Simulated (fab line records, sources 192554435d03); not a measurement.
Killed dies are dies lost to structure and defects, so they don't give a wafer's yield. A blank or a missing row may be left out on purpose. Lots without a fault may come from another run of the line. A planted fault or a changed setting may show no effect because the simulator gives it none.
Which tool did it? | flow n5_finfet | 11 lots, 33 wafers sampled, at 2 steps of a route of 1938

WHAT THE GAUGES READ, wafer by wafer
N5_MIM_BOT_LITHO_CD_MEAS_08: target cd 3000 nm.
lot  | measured     | on        | cd_nm (nm)
L821 | day 11 22:51 | cd_sem-01 | 3001.4 3000.3 3000.5
L823 | day 12 16:50 | cd_sem-03 | 2997.6 2997.5 2997.7
L828 | day 13 10:02 | cd_sem-01 | 3001.1 3001.1 2999.8
L830 | day 13 23:21 | cd_sem-01 | 3001.5 3000.4 3002.6
L831 | day 14 04:07 | cd_sem-02 | 2999.6 3000.9 3000.0
L833 | day 14 19:59 | cd_sem-02 | 3000.1 3000.0 3000.8
L832 | day 15 03:52 | cd_sem-02 | 2996.4 2997.5 2998.5
L837 | day 16 03:23 | cd_sem-02 | 2999.8 2999.2 3000.1
L839 | day 16 11:02 | cd_sem-03 | 2998.9 2998.7 3000.5
L841 | day 16 11:12 | cd_sem-02 | 3002.1 3002.3 3003.0
L844 | day 18 08:15 | cd_sem-03 | 3000.7 3000.1 3000.5

N5_MIM_BOT_LITHO_OVL_MEAS_11.
lot  | measured     | on         | MIM_BOT_OVL (nm)
L821 | day 11 22:53 | overlay-01 | 3 7 5
L823 | day 12 16:52 | overlay-01 | -1 0 -4
L828 | day 13 10:04 | overlay-02 | -3 -6 2
L830 | day 13 23:23 | overlay-02 | -8 -1 -11
L831 | day 14 04:08 | overlay-01 | -3 -9 -1
L833 | day 14 20:01 | overlay-02 | 1 9 3
L832 | day 15 03:53 | overlay-01 | 1 0 2
L837 | day 16 03:25 | overlay-01 | 10 12 8
L839 | day 16 11:04 | overlay-01 | 4 -5 -5
L841 | day 16 11:14 | overlay-02 | 3 4 -5
L844 | day 18 08:17 | overlay-02 | -9 -12 -12

WHICH TOOL RAN EACH LOT (tool, then ch and the chambers of the sampled wafers, then the start)
The record holds no process step before these readings.

WHAT THE TOOLS THEMSELVES READ (means of the sampled wafers that have a number; where no wafer has one, the mark that the record gives instead)
The record holds no such reading with a usual standard deviation.

THE ANSWER, worked out from the rows above alone
Rule: what is usual is taken from the lots themselves. Put in order of their means at a reading, lots are off if they are a third of the lots or fewer, leave a main group of 4 or more, and stand apart from it by a gap of 3 or more times the standard deviation of the main group's means; of several such gaps the widest counts. A main group whose means are all the same, to the digits that the tables above print for the reading, isn't used. A lot without any number at a reading at which 4 lots or more have one is off too. The other lots that the step has rows for count as sound. The gauges are gone through in route order, then the tools' own readings, and for those a lot's mean is taken as printed above. The first step at which some lot is off is used, and at that step the reading that is off furthest; a lot without a number counts as furthest.
No lot is off at any reading shown: from this, nothing can be told.

WHAT THE SIMULATOR HAD PUT IN
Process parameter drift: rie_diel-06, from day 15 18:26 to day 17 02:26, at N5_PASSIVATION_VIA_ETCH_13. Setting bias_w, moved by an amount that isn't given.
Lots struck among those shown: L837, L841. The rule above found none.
